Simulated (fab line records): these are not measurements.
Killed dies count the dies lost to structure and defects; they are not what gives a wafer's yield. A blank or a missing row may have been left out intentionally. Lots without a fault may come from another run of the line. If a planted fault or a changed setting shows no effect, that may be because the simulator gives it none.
Lot-split experiment -- flow n5_finfet -- 39 wafers read across 7 lots, on a route 1938 steps long

== ON THE SPLIT ==
At N5_BEOL_M0_TRENCH_ETCH_107 (etches SiOC in C4F6/O2, target depth 32.8 nm, time 16.4 s), the setting target_depth_a was moved away from the recipe's 328 angstrom on 12 of the 39 wafers read, by +28.5% to +55.6%. For the rest of the wafers, this setting stayed at what the recipe calls for.

== FROM SPLIT TO READING: 1 step shown by the file between the two ==
- N5_BEOL_M0_STRIP_142: strips in N2/H2, time 10 s

== THE READING ==
trench_depth_nm, in nm, at N5_BEOL_M0_OCD_MEAS_108. A value of 32.6 nm with a standard deviation of 0.52 nm is what fault-free wafers of this fab line usually give.

wafer,"tool, chamber at the split","target_depth_a as run, angstrom",against the recipe,"trench_depth_nm, nm",against lot-mates on the recipe
L075.1,"rie_diel-03, 1",509.2,+55.2%,50.7,+18.0
L075.2,"rie_diel-03, 2",509.2,+55.2%,49.4,+16.7
L075.3,"rie_diel-03, 3",328,recipe,32.9,-
L075.4,"rie_diel-03, 0",328,recipe,32.4,-
L075.5,"rie_diel-03, 1",328,recipe,32.8,-
L075.6,"rie_diel-03, 2",509.2,+55.2%,49.8,+17.1
L076.1,"rie_diel-01, 2,1",328,recipe,32.4,-
L076.2,"rie_diel-01, 3",328,recipe,33.8,-
L076.3,"rie_diel-01, 1",328,recipe,33.1,-
L076.4,"rie_diel-01, 0",328,recipe,32.6,-
L076.5,"rie_diel-01, 0",328,recipe,32.8,-
L076.6,"rie_diel-01, 2,1",328,recipe,33.0,-
L083.1,"rie_diel-01, 3",477.5,+45.6%,47.9,+15.0
L083.2,"rie_diel-01, 2",477.5,+45.6%,47.2,+14.3
L083.3,"rie_diel-01, 0",328,recipe,33.0,-
L083.4,"rie_diel-01, 1",477.5,+45.6%,48.2,+15.3
L083.5,"rie_diel-01, 3",328,recipe,33.1,-
L083.6,"rie_diel-01, 2",328,recipe,32.5,-
L088.1,"rie_diel-04, 1",328,recipe,32.5,-
L088.2,"rie_diel-04, 3",328,recipe,33.2,-
L088.3,"rie_diel-04, 0",328,recipe,31.6,-
L088.4,"rie_diel-04, 2",510.3,+55.6%,50.1,+17.7
L088.5,"rie_diel-04, 2",510.3,+55.6%,50.3,+17.9
L088.6,"rie_diel-04, 3",510.3,+55.6%,51.4,+19.0
L090.1,"rie_diel-03, 2",328,recipe,32.4,-
L090.2,"rie_diel-03, 0",421.5,+28.5%,40.9,+8.3
L090.3,"rie_diel-03, 1",328,recipe,32.6,-
L090.4,"rie_diel-03, 1",328,recipe,32.7,-
L090.5,"rie_diel-03, 0",421.5,+28.5%,41.5,+8.9
L090.6,"rie_diel-03, 2",421.5,+28.5%,41.1,+8.5
L094.1,"rie_diel-01, 3,0",328,recipe,32.5,-
L094.5,"rie_diel-01, 3",328,recipe,32.2,-
L094.6,"rie_diel-01, 3,0",328,recipe,32.8,-
L097.1,"rie_diel-04, 3",328,recipe,32.7,-
L097.2,"rie_diel-04, 2,1,2",328,recipe,32.1,-
L097.3,"rie_diel-04, 1",328,recipe,31.9,-
L097.4,"rie_diel-04, 3",328,recipe,33.1,-
L097.5,"rie_diel-04, 2,1,2",328,recipe,32.6,-
L097.6,"rie_diel-04, 2,1,2",328,recipe,32.4,-
The file does not say which wafer passed through which chamber wherever a row lists several chambers: such a row stands for several wafers.

FIT RESULTS
A straight line over all 39 wafers: trench_depth_nm changes by +0.32 nm for each +1% of target_depth_a; r = +1.00; the points scatter about the line by 0.52 nm.
The same after taking each lot's own level away (the mean of its wafers on the recipe; 39 wafers): +0.32 nm for each +1%; r = +1.00; scatter 0.48 nm.
That fit puts the effect of the largest move of target_depth_a on the reading at 18 nm.
Measured against the standard deviation above, the lots' own levels, which go from 32.43 to 32.95 nm, span 1.0 times it.
The two slopes agree, so the slope changes little with the lot-to-lot level.
Check: +17.8 nm against its lot-mates is what the line predicts for one of the wafers moved furthest among these (+55.6%) when that wafer is left out of the fit. Against them it came out at +17.7 nm.

== OTHER SPLITS APPLIED TO THESE WAFERS ==
Other splits were also applied to these wafers ahead of the reading. Each is held against what the fit with the lots' levels taken away leaves over:
other split on the same wafers,wafers away from the commonest value,r with trench_depth_nm (lot level and that fit taken away)
N5_ZERO_LAYER_PECVD_02 time_s,12,+0.02
N5_PMOS_HMC_CHANNEL_EPI_DEVELOP_08 develop_time_s,12,-0.06
N5_SD_EPI_N_EPI_21 epi_growth_time_s,12,-0.07

== THE WHOLE CHAIN: every reading that the file lists as answering this split, in the file's order ==
step,what it does,reading,change (the file's fit),r (the file's)
N5_BEOL_M0_TRENCH_ETCH_107,"etches SiOC in C4F6/O2, target depth 32.8 nm, time 16.4 s","BEOL_M0.feature_depth_nm (the simulator's own value, which no gauge read)",+0.321 nm for each +1% of the setting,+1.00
N5_BEOL_M0_TRENCH_ETCH_107,"etches SiOC in C4F6/O2, target depth 32.8 nm, time 16.4 s","TiN_of_BEOL_M0_SAQP_HM_DEP_02.thk_nm (the simulator's own value, which no gauge read)",-0.0131 nm for each +1% of the setting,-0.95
N5_BEOL_M0_OCD_MEAS_108,,trench_depth_nm,+0.32 nm for each +1% of the setting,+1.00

== THE FILE'S OWN FIT ==
trench_depth_nm changes by +0.32 nm for each +1% of target_depth_a, r = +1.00.
